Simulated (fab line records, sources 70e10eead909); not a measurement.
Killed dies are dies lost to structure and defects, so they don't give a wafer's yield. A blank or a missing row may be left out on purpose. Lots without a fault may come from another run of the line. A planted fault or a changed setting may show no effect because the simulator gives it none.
Chamber matching | flow nand_harc | NHARC_A_STAIRCASE_DESCUM_443 on rie_diel-04: 4 sister chambers
The step chemistry O2, time 3 s. 8 wafers are shown with their chamber, then 7 later ones without.

WAFERS WITH THEIR CHAMBER
wafer  | chamber | showerhead_plenum_p_Torr (Torr) | drypump_motor_current_A (A)
L074.5 | 1       | 2.06                            | 5.5
L074.6 | 0       | 1.85                            | 5.4
L086.5 | 2       | 1.92                            | 5.1
L087.1 | 2       | 1.92                            | 5.1
L087.2 | 3       | 1.96                            | 5.7
L087.4 | 0       | 1.85                            | 5.3
L093.1 | 1       | 2.04                            | 5.5
L093.2 | 3       | 1.96                            | 5.7

WAFERS WITHOUT THEIR CHAMBER
wafer  | showerhead_plenum_p_Torr (Torr) | drypump_motor_current_A (A)
L093.6 | 1.84                            | 5.4
L091.2 | 1.91                            | 5.1
L091.3 | 1.84                            | 5.4
L091.5 | 1.84                            | 5.4
L095.2 | 1.96                            | 5.7
L095.3 | 1.84                            | 5.4
L095.6 | 2.04                            | 5.5

WHICH CHAMBER EACH WENT THROUGH
wafer  | from the rows above | in truth
L093.6 | 0                   | 0
L091.2 | 2                   | 2
L091.3 | 0                   | 0
L091.5 | 0                   | 0
L095.2 | 3                   | 3
L095.3 | 0                   | 0
L095.6 | 1                   | 1
Placed correctly: 7 of 7. Can't be placed from these rows: 0. Placed wrongly: 0.
How it was worked out, from the rows above alone: a wafer's distance from a chamber is the root of the sum, over the readings, of the square of ((its reading less the chamber's mean) divided by the reading's scatter). The wafer belongs to the nearest chamber; if the next one is less than 2 further off, it can't be placed. A chamber's mean is the mean of its shown wafers. The scatter: the root of (the sum of the squares of (reading less its chamber's mean) over the shown wafers, divided by (wafers less chambers)).
